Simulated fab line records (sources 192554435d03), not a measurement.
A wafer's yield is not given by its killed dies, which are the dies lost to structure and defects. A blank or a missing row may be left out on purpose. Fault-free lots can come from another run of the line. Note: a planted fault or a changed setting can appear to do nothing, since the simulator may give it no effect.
Which of the tools did it? + flow n5 finfet + 24 lots with 72 wafers sampled at 4 steps, on a route of 1938 steps

== WHAT THE GAUGES READ, wafer by wafer ==
N5_BEOL_M5_CD_MEAS_11 targets a cd of 27.74 nm. Usual: cd nm at 28.0 nm, with a standard deviation of 0.33.
| lot  | measured     | on        | cd nm (nm)     | flag |
|------|--------------|-----------|----------------|------|
| L074 | day 7 21:01  | cd sem-03 | 28.8 28.2 28.6 |      |
| L075 | day 8 02:43  | cd sem-02 | 28.1 28.3 28.3 |      |
| L076 | day 8 17:28  | cd sem-02 | 27.4 27.8 27.9 |      |
| L077 | day 8 18:34  | cd sem-03 | 28.7 28.2 28.2 |      |
| L078 | day 8 19:59  | cd sem-01 | 28.5 28.4 28.2 |      |
| L079 | day 8 21:41  | cd sem-01 | 27.9 27.8 27.7 |      |
| L080 | day 9 02:10  | cd sem-02 | 28.2 28.0 27.9 |      |
| L081 | day 9 17:40  | cd sem-03 | 28.4 28.4 27.9 |      |
| L082 | day 10 03:25 | cd sem-02 | 28.2 28.3 27.8 |      |
| L083 | day 10 09:11 | cd sem-01 | 28.3 28.1 28.2 |      |
| L084 | day 10 12:21 | cd sem-01 | 27.8 28.1 28.0 |      |
| L085 | day 10 12:27 | cd sem-02 | 28.2 28.3 28.1 |      |
| L086 | day 11 05:50 | cd sem-01 | 27.8 27.6 27.5 |      |
| L088 | day 11 06:02 | cd sem-02 | 27.8 27.8 28.4 |      |
| L087 | day 11 09:48 | cd sem-03 | 27.9 27.9 27.8 |      |
| L089 | day 11 22:45 | cd sem-03 | 28.2 28.1 28.2 |      |
| L090 | day 12 06:12 | cd sem-02 | 27.9 28.3 28.1 |      |
| L091 | day 12 07:15 | cd sem-02 | 28.2 27.7 27.7 |      |
| L092 | day 12 12:58 | cd sem-03 | 28.0 27.6 28.2 |      |
| L093 | day 12 19:27 | cd sem-02 | 27.9 27.8 28.0 |      |
| L094 | day 12 23:10 | cd sem-02 | 27.8 28.1 27.7 |      |
| L095 | day 13 06:32 | cd sem-01 | 28.8 28.2 28.4 |      |
| L096 | day 13 15:06 | cd sem-03 | 28.1 28.4 27.9 |      |
| L097 | day 13 15:25 | cd sem-02 | 27.7 27.8 27.8 |      |

== WHICH TOOL RAN EACH LOT (tool, then ch and the chambers of the sampled wafers, then the start) ==
| lot  | N5_BEOL_M4_SPUTTER_81        | N5_BEOL_M4_PRE_CLEAN_60          | N5_BEOL_M4_CO_CAP_55             |
|------|------------------------------|----------------------------------|----------------------------------|
| L074 | pvd sputter-01, day 7 15:49  | cvd co-02 ch 0,1,2, day 7 17:59  | cvd co-02 ch 0,1,2, day 7 18:01  |
| L075 | pvd sputter-02, day 7 20:22  | cvd co-01 ch 0,1,2, day 7 22:31  | cvd co-01 ch 0,1,2, day 7 22:34  |
| L076 | pvd sputter-01, day 8 12:22  | cvd co-01 ch 0,1,2, day 8 14:30  | cvd co-01 ch 0,1,2, day 8 14:32  |
| L077 | pvd sputter-02, day 8 12:30  | cvd co-01 ch 0,1, day 8 14:46    | cvd co-01 ch 0,1, day 8 14:49    |
| L078 | pvd sputter-03, day 8 14:44  | cvd co-02 ch 0,2, day 8 16:53    | cvd co-02 ch 0,2, day 8 16:56    |
| L079 | pvd sputter-03, day 8 16:35  | cvd co-01 ch 0,1, day 8 18:44    | cvd co-01 ch 0,1, day 8 18:47    |
| L080 | pvd sputter-01, day 8 20:49  | cvd co-01 ch 0,1, day 8 22:57    | cvd co-01 ch 0,1, day 8 22:59    |
| L081 | pvd sputter-03, day 9 12:23  | cvd co-01 ch 0,2, day 9 14:32    | cvd co-01 ch 0,2, day 9 14:35    |
| L082 | pvd sputter-01, day 9 22:33  | cvd co-01 ch 0,1,2, day 10 00:41 | cvd co-01 ch 0,1,2, day 10 00:44 |
| L083 | pvd sputter-03, day 10 03:39 | cvd co-01 ch 0,1, day 10 05:52   | cvd co-01 ch 0,1, day 10 05:55   |
| L084 | pvd sputter-01, day 10 06:42 | cvd co-02 ch 0,2, day 10 08:51   | cvd co-02 ch 0,2, day 10 08:53   |
| L085 | pvd sputter-02, day 10 06:48 | cvd co-01 ch 0,2, day 10 08:57   | cvd co-01 ch 0,2, day 10 08:59   |
| L086 | pvd sputter-01, day 11 00:01 | cvd co-01 ch 0,2, day 11 02:14   | cvd co-01 ch 0,2, day 11 02:17   |
| L088 | pvd sputter-03, day 11 00:34 | cvd co-01 ch 0,1, day 11 02:52   | cvd co-01 ch 0,1, day 11 02:54   |
| L087 | pvd sputter-02, day 11 04:51 | cvd co-01 ch 0,1,2, day 11 06:59 | cvd co-01 ch 0,1,2, day 11 07:02 |
| L089 | pvd sputter-03, day 11 15:29 | cvd co-01 ch 1,2, day 11 17:38   | cvd co-01 ch 1,2, day 11 17:40   |
| L090 | pvd sputter-02, day 11 23:49 | cvd co-01 ch 1,2, day 12 02:16   | cvd co-01 ch 1,2, day 12 02:19   |
| L091 | pvd sputter-02, day 12 02:37 | cvd co-01 ch 0,1,2, day 12 04:46 | cvd co-01 ch 0,1,2, day 12 04:48 |
| L092 | pvd sputter-01, day 12 07:52 | cvd co-01 ch 0,2, day 12 10:02   | cvd co-01 ch 0,2, day 12 10:04   |
| L093 | pvd sputter-01, day 12 13:38 | cvd co-01 ch 0,2, day 12 15:53   | cvd co-01 ch 0,2, day 12 15:55   |
| L094 | pvd sputter-02, day 12 17:05 | cvd co-02 ch 0,2, day 12 19:26   | cvd co-02 ch 0,2, day 12 19:29   |
| L095 | pvd sputter-02, day 13 00:56 | cvd co-01 ch 0,1, day 13 03:05   | cvd co-01 ch 0,1, day 13 03:08   |
| L096 | pvd sputter-03, day 13 09:32 | cvd co-02 ch 0,2, day 13 11:58   | cvd co-02 ch 0,2, day 13 12:00   |
| L097 | pvd sputter-02, day 13 09:57 | cvd co-02 ch 0,1,2, day 13 12:06 | cvd co-02 ch 0,1,2, day 13 12:08 |
- N5_BEOL_M4_SPUTTER_81: material Cu, target thk 4.5 nm, time 8.29 s.
- N5_BEOL_M4_PRE_CLEAN_60: time 15 s.
- N5_BEOL_M4_CO_CAP_55: material Co, precursor CCTBA/H2, target thk 2 nm, time 102.1 s.

== AS READ BY THE TOOLS THEMSELVES (means over the sampled wafers that have a number; for cases with no such wafer, the mark the record gives instead) ==
N5_BEOL_M4_SPUTTER_81. Usual: chuck sensor temp C -15.9 C, standard deviation 0.47; susceptor temp C -20.01 C, standard deviation 0.11; throttle valve pct 29.7 %, standard deviation 0.71.
| lot  | tool           | chuck sensor temp C (C) | susceptor temp C (C) | throttle valve pct (%) | flag |
|------|----------------|-------------------------|----------------------|------------------------|------|
| L074 | pvd sputter-01 | -15.5                   | -19.97               | 29.6                   |      |
| L075 | pvd sputter-02 | -16.3                   | -20.04               | 29.4                   |      |
| L076 | pvd sputter-01 | -15.6                   | -20.01               | 29.4                   |      |
| L077 | pvd sputter-02 | -16.1                   | -20.11               | 29.6                   |      |
| L078 | pvd sputter-03 | -16.1                   | -19.94               | 30.1                   |      |
| L079 | pvd sputter-03 | -16.2                   | -19.93               | 30.1                   |      |
| L080 | pvd sputter-01 | -15.7                   | -20.09               | 29.5                   |      |
| L081 | pvd sputter-03 | -16.2                   | -19.98               | 30.5                   |      |
| L082 | pvd sputter-01 | -15.8                   | -20.05               | 29.3                   |      |
| L083 | pvd sputter-03 | -16.0                   | -20.02               | 30.4                   |      |
| L084 | pvd sputter-01 | -15.5                   | -19.98               | 29.4                   |      |
| L085 | pvd sputter-02 | -16.5                   | -20.02               | 28.9                   |      |
| L086 | pvd sputter-01 | -15.7                   | -20.07               | 29.4                   |      |
| L088 | pvd sputter-03 | -15.6                   | -19.95               | 29.7                   |      |
| L087 | pvd sputter-02 | -16.0                   | -19.98               | 29.9                   |      |
| L089 | pvd sputter-03 | -16.4                   | -20.16               | 30.3                   |      |
| L090 | pvd sputter-02 | -15.8                   | -20.01               | 30.0                   |      |
| L091 | pvd sputter-02 | -15.7                   | -20.01               | 30.1                   |      |
| L092 | pvd sputter-01 | -15.7                   | -20.07               | 29.4                   |      |
| L093 | pvd sputter-01 | -15.5                   | -19.99               | 29.5                   |      |
| L094 | pvd sputter-02 | -15.9                   | -19.99               | 29.7                   |      |
| L095 | pvd sputter-02 | -16.3                   | -19.94               | 29.2                   |      |
| L096 | pvd sputter-03 | -16.7                   | -20.13               | 30.3                   |      |
| L097 | pvd sputter-02 | -16.0                   | -19.94               | 29.5                   |      |

N5_BEOL_M4_PRE_CLEAN_60. Usual: heater power w at 91 W, with a standard deviation of 20.
| lot  | tool      | heater power w (W) | flag |
|------|-----------|--------------------|------|
| L074 | cvd co-02 | 99                 |      |
| L075 | cvd co-01 | 88                 |      |
| L076 | cvd co-01 | 88                 |      |
| L077 | cvd co-01 | 90                 |      |
| L078 | cvd co-02 | 101                |      |
| L079 | cvd co-01 | 105                |      |
| L080 | cvd co-01 | 92                 |      |
| L081 | cvd co-01 | 73                 |      |
| L082 | cvd co-01 | 87                 |      |
| L083 | cvd co-01 | 91                 |      |
| L084 | cvd co-02 | 102                |      |
| L085 | cvd co-01 | 75                 |      |
| L086 | cvd co-01 | 73                 |      |
| L088 | cvd co-01 | 91                 |      |
| L087 | cvd co-01 | 88                 |      |
| L089 | cvd co-01 | 86                 |      |
| L090 | cvd co-01 | 105                |      |
| L091 | cvd co-01 | 90                 |      |
| L092 | cvd co-01 | 74                 |      |
| L093 | cvd co-01 | 75                 |      |
| L094 | cvd co-02 | 102                |      |
| L095 | cvd co-01 | 105                |      |
| L096 | cvd co-02 | 102                |      |
| L097 | cvd co-02 | 100                |      |

N5_BEOL_M4_CO_CAP_55. Usual: heater power w 243 W, standard deviation 26; susceptor temp C 200.03 C, standard deviation 0.17.
| lot  | tool      | heater power w (W) | susceptor temp C (C) | flag |
|------|-----------|--------------------|----------------------|------|
| L074 | cvd co-02 | 255                | 199.91               |      |
| L075 | cvd co-01 | 240                | 200.00               |      |
| L076 | cvd co-01 | 236                | 200.10               |      |
| L077 | cvd co-01 | 239                | 199.87               |      |
| L078 | cvd co-02 | 256                | 200.15               |      |
| L079 | cvd co-01 | 261                | 200.06               |      |
| L080 | cvd co-01 | 242                | 199.97               |      |
| L081 | cvd co-01 | 221                | 199.99               |      |
| L082 | cvd co-01 | 242                | 200.08               |      |
| L083 | cvd co-01 | 240                | 200.25               |      |
| L084 | cvd co-02 | 256                | 199.92               |      |
| L085 | cvd co-01 | 218                | 199.93               |      |
| L086 | cvd co-01 | 224                | 199.88               |      |
| L088 | cvd co-01 | 241                | 200.06               |      |
| L087 | cvd co-01 | 241                | 200.04               |      |
| L089 | cvd co-01 | 238                | 200.01               |      |
| L090 | cvd co-01 | 254                | 200.05               |      |
| L091 | cvd co-01 | 240                | 200.07               |      |
| L092 | cvd co-01 | 221                | 200.10               |      |
| L093 | cvd co-01 | 223                | 200.04               |      |
| L094 | cvd co-02 | 256                | 200.16               |      |
| L095 | cvd co-01 | 262                | 200.15               |      |
| L096 | cvd co-02 | 260                | 200.09               |      |
| L097 | cvd co-02 | 257                | 200.03               |      |

== THE ANSWER, worked out from the rows above alone ==
Rule: lot off if the mean of its wafers having a number is beyond 3 standard deviations from the usual mean. Also off: a lot with no number at a reading for which 4 or more lots have one. The other lots that the step has rows for count as sound. First the gauges in route order, then the tools' own readings, where a lot's mean is used as printed above. At the first step where some lot is off, the reading lying furthest off is the one used; lots without a number count as furthest.
None of the lots is off at any reading shown; this tells nothing.

== WHAT THE SIMULATOR HAD INSERTED ==
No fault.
